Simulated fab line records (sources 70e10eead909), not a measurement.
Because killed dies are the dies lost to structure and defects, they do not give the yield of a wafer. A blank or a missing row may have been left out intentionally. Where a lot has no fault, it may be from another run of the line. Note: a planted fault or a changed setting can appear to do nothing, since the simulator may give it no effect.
fab line records    flow nandHarc    part 2 of 2: steps 5 to 6 of 6
record lots=22  wafers=66  lastDay=24
route steps=1159 shown P_ZERO_WELL@16 P_GATE@150 P_M2@332
lots that met no fault: from a run of the same line without faults
startH: start of the lot's first displayed wafer, in hours after the record's first day    waitH: how many hours have passed since the lot's step before this one    " same as the row above    L1.1+2: several wafers, shown together as one row    - either no value or no given start    * or withheld: withheld    < > ~ a bound
route shown NAME@n: NAME is a module with steps in the file, n the number in the route of the first one    usual: mean/standard deviation taken from wafers without a fault    same: alike in all rows    chamber/n: place in a boat    sites: each site's reading    _std_site: their standard deviation    _edge_site: inner sites' mean taken away from outer sites' mean    radiusMm: how far each site lies from the wafer's centre    mask NAME#n: copy n    behind: the tool/chamber that last shaped the wafer    hold: what put the lot on hold/how long, in hours/how the hold closed    device: the n, p or np transistor that did not switch    end of line: the route-end tests of the same wafers    for a step that has no rows: nothing shown but its recipe    killed: not the wafer's yield, but the dies lost to structure and defects at the first sort    map: shows each die of a wafer: x if killed, . if not, _ if none is there
set.NAME: the setting as run; set.NAME@STEP: as run at that earlier step    model.NAME: the simulator's own value behind a step, which no gauge read
the route's steps for a sample of lots (tables are steps, rows are wafers)
services: the hour from which a tool's chamber was out of use, counted from the record's first day as startH (under 0 if before that day), plus the number of hours and why
## steps
# step NHARC_P_M2_ETCH_35
# recipe targetDepthA=400  overetchA=120  timeS=43.94  ionEnergyEv=200  n2FlowSccm=150  h2FlowSccm=150  arFlowSccm=0  rfW=400  biasW=150  chemistry=N2/H2
# usual drypumpMotorCurrentA=5.8/0.51  oesProductAu=0.993/0.013  rfVppV=430.8/2.6  showerheadPlenumPTorr=2.05/0.092  throttleValvePct=14.172/0.0097
lot.wafer  tool        chamber  startH  waitH  drypumpMotorCurrentA  oesProductAu  rfHoursCounterH  rfVppV  showerheadPlenumPTorr  throttleValvePct
L074.1     rieDiel-09  1        131.51  0.1    6.3                   0.999         1                431.3   2.08                   14.166
L074.6     "           1        "       "      6.3                   0.989         -                432.0   2.08                   14.170
L074.5     "           2        "       "      5.5                   0.999         -                435.0   2.21                   14.188
L076.2     rieDiel-09  2        134.19  0.1    5.5                   0.998         1                435.1   2.21                   14.189
L076.1     "           3        "       "      5.2                   0.988         1                429.3   1.99                   14.165
L076.4     "           1        "       "      6.3                   0.982         1                431.3   2.08                   14.169
L077.2     rieDiel-09  1        147.12  0.1    6.3                   0.988         2                432.8   2.08                   14.172
L077.3     "           0        "       "      6.5                   0.974         2                431.4   2.03                   14.175
L077.5     "           1        "       "      6.3                   0.988         -                430.5   2.08                   14.184
L078.3     rieDiel-09  2        147.31  0.1    5.5                   1.002         2                435.8   2.20                   14.160
L078.6     "           1        "       "      6.3                   0.990         -                431.8   2.08                   14.180
L078.5     "           0        "       "      6.5                   0.976         -                429.8   2.03                   14.178
L079.2     rieDiel-09  2        148.42  0.1    5.5                   0.997         2                435.7   2.20                   14.161
L079.3     "           0        "       "      6.5                   0.978         3                429.7   2.03                   14.178
L079.6     "           0        "       "      6.5                   0.968         -                429.6   2.03                   14.164
L080.1     rieDiel-09  2        162.26  0.1    5.5                   0.993         3                434.5   2.20                   14.155
L080.2     "           0        "       "      6.5                   0.975         3                429.3   2.03                   14.177
L080.6     "           1        "       "      6.3                   1.002         -                429.5   2.08                   14.175
L081.2     rieDiel-11  1        166.54  0.1    5.8                   0.989         25               428.9   1.99                   14.167
L081.3     "           3        "       "      5.1                   1.001         25               427.2   1.94                   14.153
L081.5     "           1        "       "      5.8                   0.991         -                430.5   1.99                   14.168
L082.4     rieDiel-09  0        168.66  0.1    6.5                   0.977         3                430.8   2.03                   14.180
L082.3     "           1        "       "      6.3                   0.998         3                430.5   2.08                   14.160
L082.6     "           0        "       "      6.5                   0.971         -                429.9   2.03                   14.157
L083.2     rieDiel-06  2        181.56  0.1    6.1                   0.986         43               426.6   1.97                   14.185
L083.6     "           3        "       "      5.7                   0.981         -                433.0   2.16                   14.174
L083.5     "           0        "       "      5.4                   1.016         -                427.5   1.90                   14.181
L084.4     rieDiel-09  0        182.95  0.1    6.6                   0.979         4                430.6   2.03                   14.191
L084.1     "           3        "       "      5.2                   0.992         2                429.0   1.99                   14.167
L084.5     "           1        "       "      6.3                   0.998         -                430.8   2.08                   14.184
L087.3     rieDiel-09  2        199.79  0.1    5.5                   0.992         4                434.4   2.20                   14.170
L087.4     "           3        "       "      5.2                   0.992         3                430.2   1.99                   14.177
L087.2     "           0        "       "      6.5                   0.972         4                429.9   2.03                   14.175
L085.2     rieDiel-09  1        200.48  0.1    6.3                   1.000         5                431.2   2.08                   14.153
L085.3     "           2        "       "      5.5                   0.989         4                434.3   2.20                   14.173
L085.6     "           1        "       "      6.3                   0.990         -                432.9   2.08                   14.182
L086.4     rieDiel-09  0        200.71  0.1    6.5                   0.974         5                432.7   2.03                   14.166
L086.3     "           2        "       "      5.5                   0.987         4                433.7   2.20                   14.173
L086.5     "           1        "       "      6.3                   0.980         -                431.4   2.08                   14.149
L088.1     rieDiel-09  3        203.57  0.1    5.2                   0.987         3                429.6   1.99                   14.176
L088.4     "           2        "       "      5.5                   0.985         4                435.3   2.20                   14.175
L088.5     "           0        "       "      6.5                   0.989         -                428.8   2.03                   14.162
L089.3     rieDiel-11  2        221.49  0.1    5.2                   1.003         4                428.2   2.01                   14.172
L089.2     "           3        "       "      5.1                   0.994         4                426.5   1.94                   14.188
L089.6     "           0        "       "      5.6                   1.026         -                426.4   1.89                   14.171
L090.3     rieDiel-09  2        226.33  0.1    5.5                   0.988         5                434.8   2.20                   14.179
L090.1     "           3        "       "      5.2                   1.000         4                429.3   1.99                   14.178
L090.5     "           3        "       "      5.2                   0.992         -                428.3   1.99                   14.174
L091.3     rieDiel-11  1        228.76  0.1    5.8                   1.005         5                429.5   1.99                   14.167
L091.4     "           2        "       "      5.2                   1.003         5                429.1   2.01                   14.173
L091.2     "           3        "       "      5.1                   0.996         5                427.3   1.94                   14.165
L092.4     rieDiel-09  1        235.36  0.1    6.3                   1.005         6                431.2   2.08                   14.177
L092.2     "           2        "       "      5.5                   0.984         6                434.0   2.20                   14.173
L092.1     "           3        "       "      5.2                   0.994         5                430.8   1.99                   14.166
L093.1     rieDiel-11  1        235.97  0.1    5.8                   0.997         6                429.8   1.99                   14.165
L093.5     "           1        "       "      5.8                   0.988         -                430.4   1.99                   14.170
L093.6     "           2        "       "      5.2                   1.000         -                429.1   2.01                   14.164
L094.1     rieDiel-09  0        236.30  0.1    6.5                   0.984         6                430.9   2.03                   14.176
L094.4     "           2        "       "      5.5                   0.983         6                435.7   2.20                   14.183
L094.6     "           0        "       "      6.5                   0.979         -                430.3   2.03                   14.178
L095.2     rieDiel-09  1        252.41  0.1    6.3                   1.009         6                431.3   2.08                   14.165
L095.3     "           2        "       "      5.5                   0.977         6                435.3   2.20                   14.171
L095.6     "           3        "       "      5.2                   0.994         -                428.6   1.99                   14.174
L096.3     rieDiel-09  3        264.11  0.1    5.2                   0.990         0                428.9   1.99                   14.171
L096.4     "           1        "       "      6.3                   0.987         0                431.6   2.08                   14.169
L096.6     "           2        "       "      5.4                   0.995         -                434.8   2.20                   14.163
# step NHARC_P_M2_ETCH_28
# recipe targetDepthA=300  overEtchFrac=0.3  timeS=72.99  ionEnergyEv=150  cf4FlowSccm=50  n2FlowSccm=100  arFlowSccm=150  rfW=300  biasW=100  chemistry=CF4/N2
# usual drypumpMotorCurrentA=5.7/0.49  oesProductAu=0.995/0.012  rfVppV=314.1/2  showerheadPlenumPTorr=2.62/0.11  throttleValvePct=19.794/0.01
lot.wafer  tool        chamber  startH  waitH  drypumpMotorCurrentA  oesProductAu  rfHoursCounterH  rfVppV  showerheadPlenumPTorr  throttleValvePct
L074.1     rieDiel-09  0        -       -      6.5                   0.975         1                314.2   2.61                   19.797
L074.5     "           1        "       "      6.3                   0.992         -                315.3   2.67                   19.781
L074.6     "           2        "       "      5.4                   1.004         -                316.3   2.82                   19.807
L076.1     rieDiel-11  2        -       -      5.2                   0.993         19               312.8   2.60                   19.787
L076.4     "           0        "       "      5.6                   1.027         18               311.9   2.45                   19.812
L076.2     "           1        "       "      5.8                   0.990         19               312.0   2.57                   19.791
L077.2     rieDiel-06  3        -       -      5.7                   0.981         30               316.9   2.77                   19.789
L077.3     "           1        "       "      6.1                   0.998         28               314.7   2.65                   19.781
L077.5     "           3        "       "      5.8                   0.988         -                316.5   2.77                   19.793
L078.3     rieDiel-09  1        -       -      6.3                   0.993         2                313.1   2.67                   19.787
L078.5     "           0        "       "      6.5                   0.976         -                314.5   2.61                   19.794
L078.6     "           1        "       "      6.3                   0.990         -                315.4   2.67                   19.804
L079.2     rieDiel-09  0        -       -      6.5                   0.958         3                313.4   2.61                   19.783
L079.3     "           1        "       "      6.3                   1.001         3                314.7   2.67                   19.802
L079.6     "           1        "       "      6.3                   0.999         -                316.7   2.67                   19.810
L080.2     rieDiel-11  2        -       -      5.2                   0.990         25               313.8   2.60                   19.804
L080.1     "           3        "       "      5.1                   0.998         25               312.9   2.51                   19.815
L080.6     "           1        "       "      5.8                   0.995         -                314.0   2.57                   19.790
L081.3     rieDiel-11  2        -       -      5.2                   0.991         25               314.2   2.60                   19.788
L081.2     "           1        "       "      5.8                   0.998         25               313.9   2.57                   19.806
L081.5     "           2        "       "      5.2                   0.986         -                314.6   2.60                   19.795
L082.3     rieDiel-09  0        -       -      6.5                   0.982         3                314.0   2.61                   19.784
L082.4     "           2        "       "      5.5                   0.994         3                318.7   2.82                   19.787
L082.6     "           3        "       "      5.2                   0.995         -                313.3   2.57                   19.800
L083.2     rieDiel-09  3        -       -      5.2                   1.002         2                313.8   2.57                   19.814
L083.6     "           1        "       "      6.3                   1.012         -                315.9   2.67                   19.771
L083.5     "           2        "       "      5.5                   1.004         -                316.3   2.82                   19.797
L084.1     rieDiel-06  3        -       -      5.7                   0.980         44               315.4   2.76                   19.788
L084.4     "           0        "       "      5.4                   1.019         44               311.3   2.46                   19.769
L084.5     "           2        "       "      6.1                   1.002         -                311.7   2.54                   19.796
L087.3     rieDiel-09  3        -       -      5.2                   0.988         3                313.5   2.57                   19.784
L087.4     "           0        "       "      6.6                   0.975         5                314.4   2.61                   19.789
L087.2     "           2        "       "      5.4                   0.985         4                318.5   2.82                   19.811
L085.3     rieDiel-11  1        -       -      5.8                   0.991         1                314.5   2.57                   19.790
L085.2     "           2        "       "      5.2                   0.989         0                314.7   2.60                   19.782
L085.6     "           1        "       "      5.8                   1.001         -                313.9   2.57                   19.800
L086.3     rieDiel-09  3        -       -      5.2                   0.998         3                315.6   2.57                   19.817
L086.4     "           1        "       "      6.3                   1.006         5                313.8   2.67                   19.810
L086.5     "           2        "       "      5.5                   0.993         -                316.2   2.82                   19.790
L088.1     rieDiel-09  2        -       -      5.4                   0.992         5                317.6   2.82                   19.805
L088.4     "           3        "       "      5.2                   1.006         3                312.3   2.57                   19.784
L088.5     "           1        "       "      6.3                   1.005         -                313.9   2.67                   19.790
L089.3     rieDiel-09  1        -       -      6.3                   1.013         5                315.1   2.67                   19.801
L089.2     "           2        "       "      5.5                   0.987         5                317.8   2.82                   19.800
L089.6     "           0        "       "      6.5                   0.989         -                314.1   2.61                   19.812
L090.1     rieDiel-11  3        -       -      5.1                   0.996         5                311.6   2.50                   19.799
L090.3     "           1        "       "      5.8                   1.008         5                313.7   2.57                   19.806
L090.5     "           0        "       "      5.6                   1.021         -                310.2   2.45                   19.789
L091.3     rieDiel-11  1        -       -      5.8                   1.005         5                313.3   2.57                   19.792
L091.4     "           2        "       "      5.2                   0.987         5                313.7   2.59                   19.798
L091.2     "           0        "       "      5.7                   1.013         5                312.2   2.45                   19.794
L092.4     rieDiel-09  2        -       -      5.5                   0.987         6                317.8   2.82                   19.777
L092.1     "           0        "       "      6.5                   0.962         6                315.0   2.61                   19.794
L092.2     "           1        "       "      6.3                   0.997         6                314.7   2.67                   19.784
L093.1     rieDiel-11  3        -       -      5.1                   1.002         7                312.2   2.50                   19.797
L093.5     "           2        "       "      5.2                   0.987         -                313.0   2.59                   19.806
L093.6     "           3        "       "      5.1                   1.000         -                312.0   2.50                   19.796
L094.4     rieDiel-09  0        -       -      6.5                   0.979         6                314.1   2.61                   19.785
L094.1     "           3        "       "      5.2                   0.998         5                313.3   2.57                   19.793
L094.6     "           0        "       "      6.5                   0.981         -                314.4   2.61                   19.781
L095.3     rieDiel-09  2        -       -      5.5                   0.994         6                317.7   2.82                   19.785
L095.2     "           0        "       "      6.5                   0.976         7                314.0   2.61                   19.785
L095.6     "           1        "       "      6.3                   1.009         -                315.4   2.67                   19.815
L096.4     rieDiel-09  2        -       -      5.5                   0.996         0                316.4   2.82                   19.788
L096.3     "           3        "       "      5.2                   0.998         0                312.1   2.57                   19.797
L096.6     "           2        "       "      5.5                   1.001         -                317.7   2.82                   19.793
## services
tool        chamber  startH  hours  kind
rieDiel-05  -        -5.82   9.0    pm
rieDiel-02  -        8.53    0.6    repair
rieDiel-05  0        8.57    4.2    repair
rieDiel-01  2        11.19   1.2    repair
rieDiel-11  -        12.50   9.0    pm
rieDiel-02  0        25.75   11.2   repair
rieDiel-09  -        40.06   1.1    repair
rieDiel-11  0        42.20   9.4    repair
rieDiel-02  2        53.72   4.6    repair
rieDiel-09  3        66.56   1.6    repair
rieDiel-11  -        69.80   1.6    repair
rieDiel-09  -        77.10   9.0    pm
rieDiel-02  1        85.22   6.8    repair
rieDiel-02  1        113.43  1.4    repair
rieDiel-05  -        115.10  0.3    repair
rieDiel-05  0        115.43  4.8    repair
rieDiel-09  0        135.45  3.0    repair
rieDiel-01  -        137.80  9.0    pm
rieDiel-09  3        141.04  26.2   repair
rieDiel-11  -        185.61  0.6    repair
rieDiel-11  -        189.50  9.0    pm
rieDiel-01  1        209.32  3.8    repair
rieDiel-09  -        254.14  9.0    pm
rieDiel-01  2        259.57  29.8   repair
